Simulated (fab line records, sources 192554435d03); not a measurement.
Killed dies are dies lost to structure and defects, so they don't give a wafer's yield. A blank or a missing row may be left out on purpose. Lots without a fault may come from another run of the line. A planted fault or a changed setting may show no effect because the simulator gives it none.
Chamber matching | flow n5_finfet | N5_HKMG_FIN_ETCH_32 on rie_diel-04: 4 sister chambers
The step etches SOC in N2/H2, target depth 240 nm, time 300 s. 18 wafers are shown with their chamber, then 9 later ones without.

WAFERS WITH THEIR CHAMBER
wafer  | chamber | throttle_valve_pct (%) | drypump_motor_current_A (A) | showerhead_plenum_p_Torr (Torr)
L075.1 | 1       | 17.52                  | 6.1                         | 2.50
L075.3 | 2       | 18.05                  | 5.9                         | 2.53
L075.5 | 0       | 17.81                  | 5.5                         | 2.45
L077.1 | 0       | 17.83                  | 5.5                         | 2.45
L077.2 | 2       | 18.07                  | 5.9                         | 2.53
L077.3 | 3       | 17.88                  | 5.6                         | 2.47
L086.1 | 2       | 18.08                  | 5.8                         | 2.52
L086.3 | 1       | 17.55                  | 6.1                         | 2.49
L086.4 | 1       | 17.58                  | 6.1                         | 2.49
L087.2 | 2       | 18.09                  | 5.9                         | 2.52
L087.3 | 1       | 17.56                  | 6.1                         | 2.49
L087.4 | 3       | 17.90                  | 5.7                         | 2.46
L088.1 | 0       | 17.85                  | 5.5                         | 2.44
L088.2 | 3       | 17.92                  | 5.7                         | 2.46
L088.3 | 1       | 17.59                  | 6.2                         | 2.49
L088.4 | 2       | 18.11                  | 5.8                         | 2.52
L088.5 | 2       | 18.09                  | 5.8                         | 2.52
L088.6 | 1       | 17.58                  | 6.1                         | 2.49

SIGNATURES (means of the wafers above)
reading                  | chamber 0 | chamber 1 | chamber 2 | chamber 3 | scatter within a chamber
throttle_valve_pct       | 17.8300   | 17.5633   | 18.0817   | 17.9000   | 0.0224
drypump_motor_current_A  | 5.500     | 6.117     | 5.850     | 5.667     | 0.0463
showerhead_plenum_p_Torr | 2.4467    | 2.4917    | 2.5233    | 2.4633    | 0.005
Rule: a wafer's distance from a chamber is the root of the sum, over the readings, of the square of ((its reading less the chamber's mean) divided by the reading's scatter). The wafer belongs to the nearest chamber; if the next one is less than 2 further off, it can't be placed. The scatter: the root of (the sum of the squares of (reading less its chamber's mean) over the shown wafers, divided by (wafers less chambers)).

WAFERS WITHOUT THEIR CHAMBER
wafer  | throttle_valve_pct (%) | drypump_motor_current_A (A) | showerhead_plenum_p_Torr (Torr)
L089.2 | 17.59                  | 6.1                         | 2.49
L089.3 | 17.87                  | 5.5                         | 2.44
L089.6 | 18.12                  | 5.9                         | 2.51
L090.1 | 17.60                  | 6.1                         | 2.48
L090.2 | 17.86                  | 5.5                         | 2.44
L090.3 | 17.93                  | 5.6                         | 2.46
L097.2 | 18.16                  | 5.9                         | 2.51
L097.3 | 17.94                  | 5.7                         | 2.45
L097.6 | 18.13                  | 5.9                         | 2.51

WHICH CHAMBER EACH WENT THROUGH
wafer  | from the rows above | in truth
L089.2 | 1                   | 1
L089.3 | 0                   | 0
L089.6 | 2                   | 2
L090.1 | 1                   | 1
L090.2 | 0                   | 0
L090.3 | 3                   | 3
L097.2 | 2                   | 2
L097.3 | 3                   | 3
L097.6 | 2                   | 2
Placed correctly: 9 of 9. Can't be placed from these rows: 0. Placed wrongly: 0.
